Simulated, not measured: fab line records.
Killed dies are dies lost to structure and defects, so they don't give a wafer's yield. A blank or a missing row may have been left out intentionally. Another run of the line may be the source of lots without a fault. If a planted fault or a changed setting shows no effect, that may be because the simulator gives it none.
Chamber matching    flow n5Finfet    N5_BEOL_M7_STRIP_67 on rieDiel-02: 4 sister chambers
The step strips in CF4. 14 wafers are shown with their chamber, then 7 later ones without.

EACH WAFER AND ITS CHAMBER
wafer   chamber  throttleValvePct (%)  drypumpMotorCurrentA (A)  oesProductAu (a.u.)
L075.1  2        13.74                 5.2                       0.76
L075.2  3        13.69                 5.8                       0.74
L075.4  0        13.07                 5.9                       0.90
L077.1  2        13.73                 5.2                       0.76
L077.5  3        13.69                 5.8                       0.73
L077.6  2        13.73                 5.2                       0.76
L078.1  1        13.27                 5.4                       0.84
L078.2  0        13.09                 5.9                       0.90
L078.3  2        13.73                 5.2                       0.76
L079.1  1        13.26                 5.4                       0.85
L079.2  0        13.07                 5.9                       0.89
L079.3  2        13.74                 5.1                       0.75
L088.1  2        13.76                 5.2                       0.75
L088.3  1        13.28                 5.4                       0.84

SIGNATURES, as means of the wafers listed above
reading               chamber 0  chamber 1  chamber 2  chamber 3  scatter within a chamber
throttleValvePct      13.0767    13.2700    13.7383    13.6900    0.0107
drypumpMotorCurrentA  5.900      5.400      5.183      5.800      0.0289
oesProductAu          0.8967     0.8433     0.7567     0.7350     0.00563
Rule: distance of a wafer from a chamber = root of the sum over the readings of ((wafer's reading minus chamber's mean) / reading's scatter) squared. If the next closest chamber is less than 2 further off than the closest, the wafer can't be placed; otherwise it belongs to the closest. The scatter: take each reading less its chamber's mean, square it, sum over the shown wafers, divide by the number of wafers less the number of chambers, and take the root.

WAFERS WITH NO CHAMBER GIVEN
wafer   throttleValvePct (%)  drypumpMotorCurrentA (A)  oesProductAu (a.u.)
L088.4  13.72                 5.8                       0.72
L091.1  13.78                 5.2                       0.74
L091.5  13.34                 5.4                       0.82
L091.6  13.79                 5.2                       0.75
L093.1  13.73                 5.8                       0.72
L093.2  13.80                 5.2                       0.73
L093.4  13.12                 5.9                       0.87

EACH ONE'S CHAMBER
wafer   from the rows above  in truth
L088.4  3                    3
L091.1  2                    2
L091.5  1                    1
L091.6  2                    2
L093.1  3                    3
L093.2  2                    2
L093.4  0                    0
7 of 7 placed correctly. Number that these rows cannot place: 0. 0 placed wrongly.
